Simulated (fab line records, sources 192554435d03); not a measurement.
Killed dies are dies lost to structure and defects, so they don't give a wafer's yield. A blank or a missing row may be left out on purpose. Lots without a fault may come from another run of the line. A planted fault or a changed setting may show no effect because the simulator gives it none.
A struck lot beside a sound one | flow n5_finfet | 15 steps out of a route of 1938
Sound: wafers L673.3, L673.4, L673.6. Struck: wafer L677.5. (L677.1, L677.4 of the same lot were not struck and are left out.) The cause comes at the end.
At each step with rows: each side's tool, then ch and its chambers, then its first start. Under that, the readings that differ: sound wafers | struck wafers | difference of the means | sigmas: that difference in standard deviations of wafers without a fault.
alike: readings whose means differ by less than 2 such deviations, and words and numbers that are the same on both sides. not compared: withheld readings, readings that some wafer has no value for, bounds like >300 that may hide the same value, and numbers for which the record gives no deviation and whose values overlap.
The two part at a step that has a row with sigmas, a row that says differs or no value, or rows on one side only. Numbers that don't overlap but have no deviation are shown without sigmas and don't part them. A reading that every wafer of one side lacks parts them only if that side has two wafers or more.

first, 1 step without rows for these wafers: N5_BEOL_M11_DEVELOP_27 (develop time 30 s).
N5_BEOL_M11_CD_MEAS_28: target cd 70 nm.
  sound on cd_sem-02 ch 0, day 10 14:40; struck on cd_sem-01 ch 0, day 11 09:29
  alike: cd_nm
N5_BEOL_M11_OVL_MEAS_29:
  sound on overlay-01 ch 0, day 10 14:41; struck on overlay-01 ch 0, day 11 09:31
  alike: V10_OVL
N5_BEOL_M11_INSPECT_30: inspects for defects (brightfield).
  sound on defect_inspect-01, day 10 14:43; struck on defect_inspect-02, day 11 09:33
  alike: raw_defect_count
N5_BEOL_M11_DESCUM_33: chemistry O2, time 7.9 s.
  sound on rie_diel-06 ch 1,2,3, day 10 14:46; struck on rie_diel-06 ch 3, day 11 09:40
  alike: drypump_motor_current_A, oes_product_au, rf_vpp_V, showerhead_plenum_p_Torr, temp_c, throttle_valve_pct
  not compared: rf_hours_counter_h
then, 1 step without rows for these wafers: N5_BEOL_M11_ETCH_65 (etches SiARC in CF4, target depth 39 nm, time 65 s).
N5_BEOL_M11_ETCH_66: etches SOC in N2/H2, target depth 120 nm, overetch 24 nm, time 180 s.
  sound on rie_diel-06 ch 1,2,3, day 10 14:52; struck on rie_diel-06 ch 3, day 11 09:46
  reading    | sound             | struck | difference | sigmas
  temp_c (C) | 40.04 40.18 39.83 | 39.77  | -0.25      | -2
  alike: drypump_motor_current_A, oes_product_au, rf_vpp_V, run_length_s, showerhead_plenum_p_Torr, throttle_valve_pct
  not compared: rf_hours_counter_h
then, 1 step without rows for these wafers: N5_BEOL_M11_STRIP_69 (strips in N2/H2).
N5_BEOL_M11_VIA_ETCH_34: etches SiCOH lowk in C4F6/O2, target depth 184.5 nm, time 69.2 s.
  sound on rie_diel-06 ch 1,2,3, day 10 14:59; struck on rie_diel-06 ch 3, day 11 09:53
  alike: drypump_motor_current_A, oes_product_au, rf_vpp_V, run_length_s, showerhead_plenum_p_Torr, throttle_valve_pct
  not compared: rf_hours_counter_h
then, 1 step without rows for these wafers: N5_BEOL_M11_STRIP_73 (strips in C4F6/O2).
N5_BEOL_M11_STRIP_36: strips in N2/H2.
  sound on rie_diel-06 ch 1,2,3, day 10 15:03; struck on rie_diel-06 ch 3, day 11 09:56
  alike: drypump_motor_current_A, oes_product_au, power_w, rf_vpp_V, showerhead_plenum_p_Torr, temp_c, throttle_valve_pct
  not compared: rf_hours_counter_h
then, 1 step without rows for these wafers: N5_BEOL_M11_TRENCH_ETCH_37 (etches SiCOH lowk in C4F6/O2, target depth 148.83 nm, time 48 s).
N5_BEOL_M11_ETCH_41: etches SiCN in CH3F/O2, target depth 42.6 nm, time 86 s.
  sound on rie_diel-06 ch 1,2,3, day 10 15:08; struck on rie_diel-06 ch 3, day 11 10:01
  reading                  | sound             | struck | difference | sigmas
  run_length_s (s)         | 108.6 109.4 109.1 | 133.8  | +24.8      | +55
  model.etch.depth_nm (nm) | 31.99 33.18 32.73 | 42.61  | +9.98      |
  alike: drypump_motor_current_A, oes_product_au, rf_vpp_V, showerhead_plenum_p_Torr, throttle_valve_pct
  not compared: rf_hours_counter_h
N5_BEOL_M11_STRIP_77: strips in N2/H2, time 10 s.
  sound on rie_diel-06 ch 1,2,3; struck on rie_diel-06 ch 3
  reading    | sound             | struck | difference | sigmas
  temp_c (C) | 39.82 39.84 40.17 | 40.17  | +0.23      | +2
  alike: drypump_motor_current_A, oes_product_au, rf_vpp_V, showerhead_plenum_p_Torr, throttle_valve_pct
  not compared: rf_hours_counter_h
N5_PASSIVATION_PROBE_49:
  the record has rows for the struck wafers here (prober-02, day 13 02:43) and none for the sound ones

WHERE THEY PART
First at N5_BEOL_M11_ETCH_66; last, within this record, at N5_PASSIVATION_PROBE_49.

WHY: what the simulator had put in
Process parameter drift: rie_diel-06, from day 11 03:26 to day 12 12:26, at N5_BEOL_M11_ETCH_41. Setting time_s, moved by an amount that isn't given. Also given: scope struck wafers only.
